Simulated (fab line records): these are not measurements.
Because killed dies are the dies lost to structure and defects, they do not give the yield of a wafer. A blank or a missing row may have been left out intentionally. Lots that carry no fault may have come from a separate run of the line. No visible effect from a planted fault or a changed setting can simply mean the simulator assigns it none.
Split-lot study -- flow n5-finfet -- route with 1938 steps; 7 lots, 39 wafers read

== THE SPLIT ==
At N5_FIN_SAQP_SPACER1_ALD_24 (deposits SiO2, target thk 20.3 nm, pulse time 1 s, purge time 2 s), the setting temp-c was moved away from the recipe's 300 C on 18 of the 39 wafers read, by +1.9% to +4.7%. For the rest of the wafers, this setting stayed at what the recipe calls for.

Reading taken at the split's own step.

== THE READING ==
SiO2_of_FIN_SAQP_SPACER1_ALD_24.thk-nm (the simulator's own value, which no gauge read), in nm, at N5_FIN_SAQP_SPACER1_ALD_24 (deposits SiO2, target thk 20.3 nm, pulse time 1 s, purge time 2 s). The file gives no usual value for it. Here, 21 wafers ran the recipe; their average is 20.3 nm with a standard deviation of 0.094 nm.

wafer,"tool, chamber at the split","temp-c as run, C",against the recipe,"SiO2_of_FIN_SAQP_SPACER1_ALD_24.thk-nm, nm",against lot-mates on the recipe
L078.1,"ald-sin-04, 1,0,2",300,recipe,20.4,-
L078.3,"ald-sin-04, 1,0,2",300,recipe,20.4,-
L078.5,"ald-sin-04, 1,0,2",300,recipe,20.4,-
L078.2,"ald-sin-04, 2,3,1",314,+4.7%,20,-0.4
L078.4,"ald-sin-04, 2,3,1",314,+4.7%,20,-0.4
L078.6,"ald-sin-04, 2,3,1",314,+4.7%,20,-0.4
L083.1,"ald-sin-03, 1,2,3",300,recipe,20.2,-
L083.4,"ald-sin-03, 1,2,3",300,recipe,20.2,-
L083.5,"ald-sin-03, 1,2,3",300,recipe,20.2,-
L083.2,"ald-sin-03, 3",306.2,+2.1%,20.2,+0.0
L083.3,"ald-sin-03, 0",306.2,+2.1%,20,-0.2
L083.6,"ald-sin-03, 0",306.2,+2.1%,20,-0.2
L084.1,"ald-sin-04, 3,0,1",300,recipe,20.4,-
L084.2,"ald-sin-04, 3,0,1",300,recipe,20.4,-
L084.3,"ald-sin-04, 3,0,1",300,recipe,20.4,-
L084.4,"ald-sin-04, 2,2,3",310.6,+3.5%,20,-0.4
L084.5,"ald-sin-04, 2,2,3",310.6,+3.5%,20,-0.4
L084.6,"ald-sin-04, 2,2,3",310.6,+3.5%,20,-0.4
L090.2,"ald-sin-03, 0",300,recipe,20.4,-
L090.3,"ald-sin-03, 0",300,recipe,20.4,-
L090.6,"ald-sin-03, 0",300,recipe,20.4,-
L091.1,"ald-sin-04, 2,0,1",300,recipe,20.4,-
L091.3,"ald-sin-04, 2,0,1",300,recipe,20.4,-
L091.4,"ald-sin-04, 2,0,1",300,recipe,20.4,-
L091.2,"ald-sin-04, 3,3,2",310.7,+3.6%,20,-0.4
L091.5,"ald-sin-04, 3,3,2",310.7,+3.6%,20,-0.4
L091.6,"ald-sin-04, 3,3,2",310.7,+3.6%,20,-0.4
L095.1,"ald-sin-02, 2,0",310.2,+3.4%,20,-0.3
L095.6,"ald-sin-02, 2,0",310.2,+3.4%,20,-0.3
L095.2,"ald-sin-02, 3",300,recipe,20.4,-
L095.3,"ald-sin-02, 1,0",300,recipe,20.2,-
L095.4,"ald-sin-02, 1,0",300,recipe,20.2,-
L095.5,"ald-sin-02, 1",310.2,+3.4%,19.8,-0.5
L096.1,"ald-sin-04, 2,0,3",305.6,+1.9%,20.2,-0.1
L096.3,"ald-sin-04, 2,0,3",305.6,+1.9%,20.2,-0.1
L096.4,"ald-sin-04, 2,0,3",305.6,+1.9%,20.2,-0.1
L096.2,"ald-sin-04, 1",300,recipe,20.4,-
L096.5,"ald-sin-04, 0,1",300,recipe,20.2,-
L096.6,"ald-sin-04, 0,1",300,recipe,20.2,-
The file does not say which wafer passed through which chamber wherever a row lists several chambers: such a row stands for several wafers.

FIT RESULTS
A straight line over all 39 wafers: SiO2_of_FIN_SAQP_SPACER1_ALD_24.thk-nm changes by -0.0899 nm for each +1% of temp-c; r = -0.87; the points scatter about the line by 0.092 nm.
The same after taking each lot's own level away (the mean of its wafers on the recipe; 39 wafers): -0.0966 nm for each +1%; r = -0.92; scatter 0.07 nm.
According to that fit, moving temp-c by its largest amount changes the reading by 0.45 nm.
Across the lots, their own levels run from 20.20 to 20.40 nm, a range of 2.1 times the standard deviation given above.
The two slopes agree, so the slope changes little with the lot-to-lot level.
Check: -0.448 nm against its lot-mates is what the line predicts for one of the wafers moved furthest among these (+4.7%) when that wafer is left out of the fit. Against them it came out at -0.4 nm.

== FILE'S OWN FIT ==
SiO2_of_FIN_SAQP_SPACER1_ALD_24.thk-nm changes by -0.0941 nm for each +1% of temp-c, r = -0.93.
